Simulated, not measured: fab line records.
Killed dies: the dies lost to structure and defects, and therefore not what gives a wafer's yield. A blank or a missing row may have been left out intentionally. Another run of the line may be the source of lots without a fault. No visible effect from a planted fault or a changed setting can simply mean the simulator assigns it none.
Which tool was responsible? / flow nandHarc / 14 lots with 42 wafers sampled at 4 steps, on a route of 1302 steps

== WHAT THE GAUGES READ, wafer by wafer ==
The record holds no reading of a measuring or inspecting step that can be judged against a usual standard deviation.

== WHICH TOOL RAN EACH LOT (tool, then ch and the chambers of the sampled wafers, then the start) ==
lot=L658; NHARC_A_CHANNEL_HOLE_D1_ETCH_34=rieDiel-09 ch 2,3, day 8 16:48; NHARC_A_CHANNEL_HOLE_D1_ETCH_16=rieDiel-09 ch 2,3, day 8 17:04; NHARC_A_CHANNEL_HOLE_D1_ETCH_19=harEtch-02 ch 1, day 8 17:57; NHARC_A_CHANNEL_HOLE_D1_ETCH_26=harEtch-02 ch 1, day 8 21:43
lot=L657; NHARC_A_CHANNEL_HOLE_D1_ETCH_34=rieDiel-09 ch 2,3, day 8 18:04; NHARC_A_CHANNEL_HOLE_D1_ETCH_16=rieDiel-09 ch 2,3, day 8 18:18; NHARC_A_CHANNEL_HOLE_D1_ETCH_19=harEtch-01 ch 0,1, day 8 19:12; NHARC_A_CHANNEL_HOLE_D1_ETCH_26=harEtch-01 ch 0,1, day 8 23:01
lot=L659; NHARC_A_CHANNEL_HOLE_D1_ETCH_34=rieDiel-09 ch 0,2,3, day 9 11:13; NHARC_A_CHANNEL_HOLE_D1_ETCH_16=rieDiel-09 ch 1,2, day 9 11:58 or earlier; NHARC_A_CHANNEL_HOLE_D1_ETCH_19=harEtch-01 ch 1, day 9 11:58; NHARC_A_CHANNEL_HOLE_D1_ETCH_26=harEtch-01 ch 1, day 9 15:44
lot=L661; NHARC_A_CHANNEL_HOLE_D1_ETCH_34=rieDiel-09 ch 1,2, day 10 05:59; NHARC_A_CHANNEL_HOLE_D1_ETCH_16=rieDiel-09 ch 0,1, day 10 06:52 or earlier; NHARC_A_CHANNEL_HOLE_D1_ETCH_19=harEtch-02 ch 0,1, day 10 06:52; NHARC_A_CHANNEL_HOLE_D1_ETCH_26=harEtch-02 ch 0,1, day 10 10:40
lot=L664; NHARC_A_CHANNEL_HOLE_D1_ETCH_34=rieDiel-09 ch 2,3, day 11 08:16; NHARC_A_CHANNEL_HOLE_D1_ETCH_16=rieDiel-09 ch 1,2, day 11 09:02 or earlier; NHARC_A_CHANNEL_HOLE_D1_ETCH_19=harEtch-02 ch 0,1, day 11 09:02; NHARC_A_CHANNEL_HOLE_D1_ETCH_26=harEtch-02 ch 0,1, day 11 12:50
lot=L665; NHARC_A_CHANNEL_HOLE_D1_ETCH_34=rieDiel-09 ch 0,2, day 11 15:57; NHARC_A_CHANNEL_HOLE_D1_ETCH_16=rieDiel-09 ch 2,3, day 11 16:50 or earlier; NHARC_A_CHANNEL_HOLE_D1_ETCH_19=harEtch-02 ch 0,1, day 11 16:50; NHARC_A_CHANNEL_HOLE_D1_ETCH_26=harEtch-02 ch 0,1, day 11 20:38
lot=L666; NHARC_A_CHANNEL_HOLE_D1_ETCH_34=rieDiel-09 ch 2,3, day 12 10:58; NHARC_A_CHANNEL_HOLE_D1_ETCH_16=rieDiel-09 ch 2,3, day 12 11:51 or earlier; NHARC_A_CHANNEL_HOLE_D1_ETCH_19=harEtch-01 ch 0,1, day 12 11:51; NHARC_A_CHANNEL_HOLE_D1_ETCH_26=harEtch-01 ch 0,1, day 12 15:36
lot=L667; NHARC_A_CHANNEL_HOLE_D1_ETCH_34=rieDiel-09 ch 0,2, day 12 12:27; NHARC_A_CHANNEL_HOLE_D1_ETCH_16=rieDiel-09 ch 0,2,3, day 12 15:59 or earlier; NHARC_A_CHANNEL_HOLE_D1_ETCH_19=harEtch-01 ch 0,1, day 12 15:59; NHARC_A_CHANNEL_HOLE_D1_ETCH_26=harEtch-01 ch 0,1, day 12 19:48
lot=L668; NHARC_A_CHANNEL_HOLE_D1_ETCH_34=rieDiel-09 ch 2,3, day 12 20:40; NHARC_A_CHANNEL_HOLE_D1_ETCH_16=rieDiel-09 ch 0,3, day 12 21:32 or earlier; NHARC_A_CHANNEL_HOLE_D1_ETCH_19=harEtch-01 ch 1, day 12 21:32; NHARC_A_CHANNEL_HOLE_D1_ETCH_26=harEtch-01 ch 1, day 13 01:18
lot=L669; NHARC_A_CHANNEL_HOLE_D1_ETCH_34=rieDiel-09 ch 1,2,3, day 13 08:36; NHARC_A_CHANNEL_HOLE_D1_ETCH_16=rieDiel-09 ch 0,3, day 13 11:26 or earlier; NHARC_A_CHANNEL_HOLE_D1_ETCH_19=harEtch-02 ch 0,1, day 13 11:26; NHARC_A_CHANNEL_HOLE_D1_ETCH_26=harEtch-02 ch 0,1, day 13 15:15
lot=L675; NHARC_A_CHANNEL_HOLE_D1_ETCH_34=rieDiel-03 ch 0,1,3, day 15 23:32; NHARC_A_CHANNEL_HOLE_D1_ETCH_16=rieDiel-03 ch 0,2,3, day 16 00:22 or earlier; NHARC_A_CHANNEL_HOLE_D1_ETCH_19=harEtch-02 ch 0,1, day 16 00:22; NHARC_A_CHANNEL_HOLE_D1_ETCH_26=harEtch-02 ch 0,1, day 16 04:08
lot=L678; NHARC_A_CHANNEL_HOLE_D1_ETCH_34=rieDiel-09 ch 2,3, day 17 09:50; NHARC_A_CHANNEL_HOLE_D1_ETCH_16=rieDiel-09 ch 1,3, day 17 14:13 or earlier; NHARC_A_CHANNEL_HOLE_D1_ETCH_19=harEtch-02 ch 0,1, day 17 14:13; NHARC_A_CHANNEL_HOLE_D1_ETCH_26=harEtch-02 ch 0,1, day 17 18:01
lot=L679; NHARC_A_CHANNEL_HOLE_D1_ETCH_34=rieDiel-09 ch 1,2,3, day 17 22:52; NHARC_A_CHANNEL_HOLE_D1_ETCH_16=rieDiel-09 ch 0,2,3, day 17 23:40 or earlier; NHARC_A_CHANNEL_HOLE_D1_ETCH_19=harEtch-01 ch 0,1, day 17 23:40; NHARC_A_CHANNEL_HOLE_D1_ETCH_26=harEtch-01 ch 0,1, day 18 03:27
lot=L680; NHARC_A_CHANNEL_HOLE_D1_ETCH_34=rieDiel-07 ch 1,3, day 18 11:21; NHARC_A_CHANNEL_HOLE_D1_ETCH_16=rieDiel-07 ch 1,3, day 18 13:53 or earlier; NHARC_A_CHANNEL_HOLE_D1_ETCH_19=harEtch-01 ch 0,1, day 18 13:53; NHARC_A_CHANNEL_HOLE_D1_ETCH_26=harEtch-01 ch 0,1, day 18 17:42
- NHARC_A_CHANNEL_HOLE_D1_ETCH_34: etches the open film in CF4/CHF3, target depth 154 nm, time 77 s.
- NHARC_A_CHANNEL_HOLE_D1_ETCH_16: etches the open film in O2/COS, target depth 3100 nm, time 806 s.
- NHARC_A_CHANNEL_HOLE_D1_ETCH_19: etches the open film in C4F8/O2/Ar, time 34.5 s.
- NHARC_A_CHANNEL_HOLE_D1_ETCH_26: etches the open film in C4F8/O2/Ar, time 224.1 s, target depth 300 nm.

== WHAT THE TOOLS THEMSELVES READ (means of the sampled wafers that have a number; where no wafer has one, the mark that the record gives instead) ==
NHARC_A_CHANNEL_HOLE_D1_ETCH_34.
lot=L658; tool=rieDiel-09; chamberPressureMTorr (mTorr)=25.000; drypumpMotorCurrentA (A)=5.1; oesProductAu (a.u.)=0.941; rfVppV (V)=370.6; showerheadPlenumPTorr (Torr)=1.60; throttleValvePct (%)=16.802
lot=L657; tool=rieDiel-09; chamberPressureMTorr (mTorr)=25.015; drypumpMotorCurrentA (A)=5.1; oesProductAu (a.u.)=0.919; rfVppV (V)=370.5; showerheadPlenumPTorr (Torr)=1.60; throttleValvePct (%)=16.808
lot=L659; tool=rieDiel-09; chamberPressureMTorr (mTorr)=24.997; drypumpMotorCurrentA (A)=5.4; oesProductAu (a.u.)=0.945; rfVppV (V)=372.6; showerheadPlenumPTorr (Torr)=1.62; throttleValvePct (%)=16.810
lot=L661; tool=rieDiel-09; chamberPressureMTorr (mTorr)=25.007; drypumpMotorCurrentA (A)=6.1; oesProductAu (a.u.)=0.931; rfVppV (V)=371.7; showerheadPlenumPTorr (Torr)=1.65; throttleValvePct (%)=16.807
lot=L664; tool=rieDiel-09; chamberPressureMTorr (mTorr)=24.998; drypumpMotorCurrentA (A)=5.4; oesProductAu (a.u.)=0.922; rfVppV (V)=372.7; showerheadPlenumPTorr (Torr)=1.62; throttleValvePct (%)=16.805
lot=L665; tool=rieDiel-09; chamberPressureMTorr (mTorr)=24.982; drypumpMotorCurrentA (A)=5.7; oesProductAu (a.u.)=0.966; rfVppV (V)=372.3; showerheadPlenumPTorr (Torr)=1.64; throttleValvePct (%)=16.803
lot=L666; tool=rieDiel-09; chamberPressureMTorr (mTorr)=25.018; drypumpMotorCurrentA (A)=5.4; oesProductAu (a.u.)=0.915; rfVppV (V)=372.8; showerheadPlenumPTorr (Torr)=1.62; throttleValvePct (%)=16.800
lot=L667; tool=rieDiel-09; chamberPressureMTorr (mTorr)=25.001; drypumpMotorCurrentA (A)=5.7; oesProductAu (a.u.)=0.927; rfVppV (V)=372.7; showerheadPlenumPTorr (Torr)=1.64; throttleValvePct (%)=16.805
lot=L668; tool=rieDiel-09; chamberPressureMTorr (mTorr)=25.002; drypumpMotorCurrentA (A)=5.1; oesProductAu (a.u.)=0.892; rfVppV (V)=371.9; showerheadPlenumPTorr (Torr)=1.59; throttleValvePct (%)=16.803
lot=L669; tool=rieDiel-09; chamberPressureMTorr (mTorr)=24.994; drypumpMotorCurrentA (A)=5.6; oesProductAu (a.u.)=0.897; rfVppV (V)=372.5; showerheadPlenumPTorr (Torr)=1.62; throttleValvePct (%)=16.807
lot=L675; tool=rieDiel-03; chamberPressureMTorr (mTorr)=24.996; drypumpMotorCurrentA (A)=5.8; oesProductAu (a.u.)=0.925; rfVppV (V)=369.6; showerheadPlenumPTorr (Torr)=1.54; throttleValvePct (%)=16.803
lot=L678; tool=rieDiel-09; chamberPressureMTorr (mTorr)=24.997; drypumpMotorCurrentA (A)=5.2; oesProductAu (a.u.)=0.914; rfVppV (V)=371.2; showerheadPlenumPTorr (Torr)=1.59; throttleValvePct (%)=16.803
lot=L679; tool=rieDiel-09; chamberPressureMTorr (mTorr)=25.005; drypumpMotorCurrentA (A)=5.7; oesProductAu (a.u.)=0.930; rfVppV (V)=372.1; showerheadPlenumPTorr (Torr)=1.62; throttleValvePct (%)=16.810
lot=L680; tool=rieDiel-07; chamberPressureMTorr (mTorr)=24.992; drypumpMotorCurrentA (A)=5.9; oesProductAu (a.u.)=0.976; rfVppV (V)=368.2; showerheadPlenumPTorr (Torr)=1.52; throttleValvePct (%)=16.796

NHARC_A_CHANNEL_HOLE_D1_ETCH_16.
lot=L658; tool=rieDiel-09; chamberPressureMTorr (mTorr)=19.997; drypumpMotorCurrentA (A)=5.2; oesProductAu (a.u.)=0.989; rfVppV (V)=314.7; showerheadPlenumPTorr (Torr)=3.17; throttleValvePct (%)=28.320
lot=L657; tool=rieDiel-09; chamberPressureMTorr (mTorr)=19.984; drypumpMotorCurrentA (A)=5.2; oesProductAu (a.u.)=0.981; rfVppV (V)=315.2; showerheadPlenumPTorr (Torr)=3.17; throttleValvePct (%)=28.335
lot=L659; tool=rieDiel-09; chamberPressureMTorr (mTorr)=19.991; drypumpMotorCurrentA (A)=5.9; oesProductAu (a.u.)=0.992; rfVppV (V)=315.8; showerheadPlenumPTorr (Torr)=3.27; throttleValvePct (%)=28.325
lot=L661; tool=rieDiel-09; chamberPressureMTorr (mTorr)=20.000; drypumpMotorCurrentA (A)=6.1; oesProductAu (a.u.)=1.013; rfVppV (V)=315.4; showerheadPlenumPTorr (Torr)=3.25; throttleValvePct (%)=28.334
lot=L664; tool=rieDiel-09; chamberPressureMTorr (mTorr)=20.005; drypumpMotorCurrentA (A)=5.9; oesProductAu (a.u.)=1.005; rfVppV (V)=315.1; showerheadPlenumPTorr (Torr)=3.27; throttleValvePct (%)=28.333
lot=L665; tool=rieDiel-09; chamberPressureMTorr (mTorr)=19.998; drypumpMotorCurrentA (A)=5.2; oesProductAu (a.u.)=0.981; rfVppV (V)=315.9; showerheadPlenumPTorr (Torr)=3.17; throttleValvePct (%)=28.333
lot=L666; tool=rieDiel-09; chamberPressureMTorr (mTorr)=20.011; drypumpMotorCurrentA (A)=5.1; oesProductAu (a.u.)=0.981; rfVppV (V)=314.9; showerheadPlenumPTorr (Torr)=3.17; throttleValvePct (%)=28.340
lot=L667; tool=rieDiel-09; chamberPressureMTorr (mTorr)=20.007; drypumpMotorCurrentA (A)=5.4; oesProductAu (a.u.)=0.992; rfVppV (V)=315.3; showerheadPlenumPTorr (Torr)=3.21; throttleValvePct (%)=28.333
lot=L668; tool=rieDiel-09; chamberPressureMTorr (mTorr)=20.004; drypumpMotorCurrentA (A)=5.1; oesProductAu (a.u.)=0.979; rfVppV (V)=313.8; showerheadPlenumPTorr (Torr)=3.15; throttleValvePct (%)=28.325
lot=L669; tool=rieDiel-09; chamberPressureMTorr (mTorr)=19.995; drypumpMotorCurrentA (A)=5.1; oesProductAu (a.u.)=0.987; rfVppV (V)=314.5; showerheadPlenumPTorr (Torr)=3.14; throttleValvePct (%)=28.336
lot=L675; tool=rieDiel-03; chamberPressureMTorr (mTorr)=20.008; drypumpMotorCurrentA (A)=6.2; oesProductAu (a.u.)=0.996; rfVppV (V)=312.8; showerheadPlenumPTorr (Torr)=3.05; throttleValvePct (%)=28.331
lot=L678; tool=rieDiel-09; chamberPressureMTorr (mTorr)=20.025; drypumpMotorCurrentA (A)=5.4; oesProductAu (a.u.)=0.989; rfVppV (V)=314.9; showerheadPlenumPTorr (Torr)=3.15; throttleValvePct (%)=28.329
lot=L679; tool=rieDiel-09; chamberPressureMTorr (mTorr)=20.004; drypumpMotorCurrentA (A)=5.4; oesProductAu (a.u.)=0.999; rfVppV (V)=316.1; showerheadPlenumPTorr (Torr)=3.20; throttleValvePct (%)=28.330
lot=L680; tool=rieDiel-07; chamberPressureMTorr (mTorr)=20.022; drypumpMotorCurrentA (A)=6.0; oesProductAu (a.u.)=1.006; rfVppV (V)=313.2; showerheadPlenumPTorr (Torr)=3.01; throttleValvePct (%)=28.329

NHARC_A_CHANNEL_HOLE_D1_ETCH_19.
lot=L658; tool=harEtch-02; chamberPressureMTorr (mTorr)=14.996; drypumpMotorCurrentA (A)=5.73; oesAirLineAu (a.u.)=1.009; showerheadPlenumPTorr (Torr)=3.70; throttleValvePct (%)=37.037
lot=L657; tool=harEtch-01; chamberPressureMTorr (mTorr)=14.995; drypumpMotorCurrentA (A)=5.39; oesAirLineAu (a.u.)=1.020; showerheadPlenumPTorr (Torr)=3.63; throttleValvePct (%)=37.042
lot=L659; tool=harEtch-01; chamberPressureMTorr (mTorr)=15.003; drypumpMotorCurrentA (A)=5.48; oesAirLineAu (a.u.)=0.994; showerheadPlenumPTorr (Torr)=3.77; throttleValvePct (%)=37.025
lot=L661; tool=harEtch-02; chamberPressureMTorr (mTorr)=14.994; drypumpMotorCurrentA (A)=5.23; oesAirLineAu (a.u.)=1.006; showerheadPlenumPTorr (Torr)=3.76; throttleValvePct (%)=37.040
lot=L664; tool=harEtch-02; chamberPressureMTorr (mTorr)=15.006; drypumpMotorCurrentA (A)=5.49; oesAirLineAu (a.u.)=1.020; showerheadPlenumPTorr (Torr)=3.72; throttleValvePct (%)=37.028
lot=L665; tool=harEtch-02; chamberPressureMTorr (mTorr)=15.007; drypumpMotorCurrentA (A)=5.22; oesAirLineAu (a.u.)=1.004; showerheadPlenumPTorr (Torr)=3.75; throttleValvePct (%)=37.041
lot=L666; tool=harEtch-01; chamberPressureMTorr (mTorr)=14.997; drypumpMotorCurrentA (A)=5.42; oesAirLineAu (a.u.)=0.998; showerheadPlenumPTorr (Torr)=3.68; throttleValvePct (%)=37.039
lot=L667; tool=harEtch-01; chamberPressureMTorr (mTorr)=14.994; drypumpMotorCurrentA (A)=5.36; oesAirLineAu (a.u.)=1.003; showerheadPlenumPTorr (Torr)=3.61; throttleValvePct (%)=37.036
lot=L668; tool=harEtch-01; chamberPressureMTorr (mTorr)=14.991; drypumpMotorCurrentA (A)=5.48; oesAirLineAu (a.u.)=1.012; showerheadPlenumPTorr (Torr)=3.74; throttleValvePct (%)=37.032
lot=L669; tool=harEtch-02; chamberPressureMTorr (mTorr)=14.989; drypumpMotorCurrentA (A)=5.23; oesAirLineAu (a.u.)=1.007; showerheadPlenumPTorr (Torr)=3.74; throttleValvePct (%)=37.045
lot=L675; tool=harEtch-02; chamberPressureMTorr (mTorr)=14.998; drypumpMotorCurrentA (A)=5.47; oesAirLineAu (a.u.)=1.016; showerheadPlenumPTorr (Torr)=3.68; throttleValvePct (%)=37.050
lot=L678; tool=harEtch-02; chamberPressureMTorr (mTorr)=14.985; drypumpMotorCurrentA (A)=5.21; oesAirLineAu (a.u.)=0.998; showerheadPlenumPTorr (Torr)=3.83; throttleValvePct (%)=37.042
lot=L679; tool=harEtch-01; chamberPressureMTorr (mTorr)=14.987; drypumpMotorCurrentA (A)=5.35; oesAirLineAu (a.u.)=0.980; showerheadPlenumPTorr (Torr)=3.56; throttleValvePct (%)=37.041
lot=L680; tool=harEtch-01; chamberPressureMTorr (mTorr)=15.010; drypumpMotorCurrentA (A)=5.37; oesAirLineAu (a.u.)=1.001; showerheadPlenumPTorr (Torr)=3.56; throttleValvePct (%)=37.043

NHARC_A_CHANNEL_HOLE_D1_ETCH_26.
lot=L658; tool=harEtch-02; chamberPressureMTorr (mTorr)=30.011; drypumpMotorCurrentA (A)=5.74; oesAirLineAu (a.u.)=0.974; showerheadPlenumPTorr (Torr)=3.70; throttleValvePct (%)=24.586
lot=L657; tool=harEtch-01; chamberPressureMTorr (mTorr)=29.987; drypumpMotorCurrentA (A)=5.37; oesAirLineAu (a.u.)=0.991; showerheadPlenumPTorr (Torr)=3.63; throttleValvePct (%)=24.592
lot=L659; tool=harEtch-01; chamberPressureMTorr (mTorr)=29.995; drypumpMotorCurrentA (A)=5.47; oesAirLineAu (a.u.)=0.996; showerheadPlenumPTorr (Torr)=3.77; throttleValvePct (%)=24.594
lot=L661; tool=harEtch-02; chamberPressureMTorr (mTorr)=30.014; drypumpMotorCurrentA (A)=5.24; oesAirLineAu (a.u.)=1.021; showerheadPlenumPTorr (Torr)=3.76; throttleValvePct (%)=24.586
lot=L664; tool=harEtch-02; chamberPressureMTorr (mTorr)=29.983; drypumpMotorCurrentA (A)=5.47; oesAirLineAu (a.u.)=1.004; showerheadPlenumPTorr (Torr)=3.72; throttleValvePct (%)=24.585
lot=L665; tool=harEtch-02; chamberPressureMTorr (mTorr)=30.016; drypumpMotorCurrentA (A)=5.23; oesAirLineAu (a.u.)=0.978; showerheadPlenumPTorr (Torr)=3.76; throttleValvePct (%)=24.585
lot=L666; tool=harEtch-01; chamberPressureMTorr (mTorr)=30.009; drypumpMotorCurrentA (A)=5.44; oesAirLineAu (a.u.)=1.003; showerheadPlenumPTorr (Torr)=3.68; throttleValvePct (%)=24.581
lot=L667; tool=harEtch-01; chamberPressureMTorr (mTorr)=29.992; drypumpMotorCurrentA (A)=5.37; oesAirLineAu (a.u.)=0.991; showerheadPlenumPTorr (Torr)=3.61; throttleValvePct (%)=24.592
lot=L668; tool=harEtch-01; chamberPressureMTorr (mTorr)=29.999; drypumpMotorCurrentA (A)=5.48; oesAirLineAu (a.u.)=0.988; showerheadPlenumPTorr (Torr)=3.75; throttleValvePct (%)=24.581
lot=L669; tool=harEtch-02; chamberPressureMTorr (mTorr)=29.996; drypumpMotorCurrentA (A)=5.22; oesAirLineAu (a.u.)=1.013; showerheadPlenumPTorr (Torr)=3.74; throttleValvePct (%)=24.596
lot=L675; tool=harEtch-02; chamberPressureMTorr (mTorr)=30.018; drypumpMotorCurrentA (A)=5.46; oesAirLineAu (a.u.)=1.012; showerheadPlenumPTorr (Torr)=3.68; throttleValvePct (%)=24.586
lot=L678; tool=harEtch-02; chamberPressureMTorr (mTorr)=30.000; drypumpMotorCurrentA (A)=5.22; oesAirLineAu (a.u.)=1.011; showerheadPlenumPTorr (Torr)=3.83; throttleValvePct (%)=24.594
lot=L679; tool=harEtch-01; chamberPressureMTorr (mTorr)=30.030; drypumpMotorCurrentA (A)=5.36; oesAirLineAu (a.u.)=0.982; showerheadPlenumPTorr (Torr)=3.56; throttleValvePct (%)=24.587
lot=L680; tool=harEtch-01; chamberPressureMTorr (mTorr)=30.010; drypumpMotorCurrentA (A)=5.36; oesAirLineAu (a.u.)=1.012; showerheadPlenumPTorr (Torr)=3.56; throttleValvePct (%)=24.589

== THE ANSWER, worked out from the rows above alone ==
Rule: what is usual is taken from the lots themselves. The widest of any qualifying gaps counts: lots, ordered by their means at a reading, are off when they make up no more than a third of the lots, leave a main group of 4 or more, and stand apart from it by 3 or more times the standard deviation of that group's means. A main group whose means are all the same, to the digits that the tables above print for the reading, isn't used. Also off: a lot with no number at a reading for which 4 or more lots have one. Where the step has rows for the other lots, those lots are counted as sound. After the gauges, taken in route order, come the tools' own readings; for these a lot's mean is taken, as printed above. At the first step where some lot is off, the reading lying furthest off is the one used; lots without a number count as furthest.
No lot is off on any of the readings shown, so nothing can be concluded from this.

== WHAT THE SIMULATOR HAD PUT IN ==
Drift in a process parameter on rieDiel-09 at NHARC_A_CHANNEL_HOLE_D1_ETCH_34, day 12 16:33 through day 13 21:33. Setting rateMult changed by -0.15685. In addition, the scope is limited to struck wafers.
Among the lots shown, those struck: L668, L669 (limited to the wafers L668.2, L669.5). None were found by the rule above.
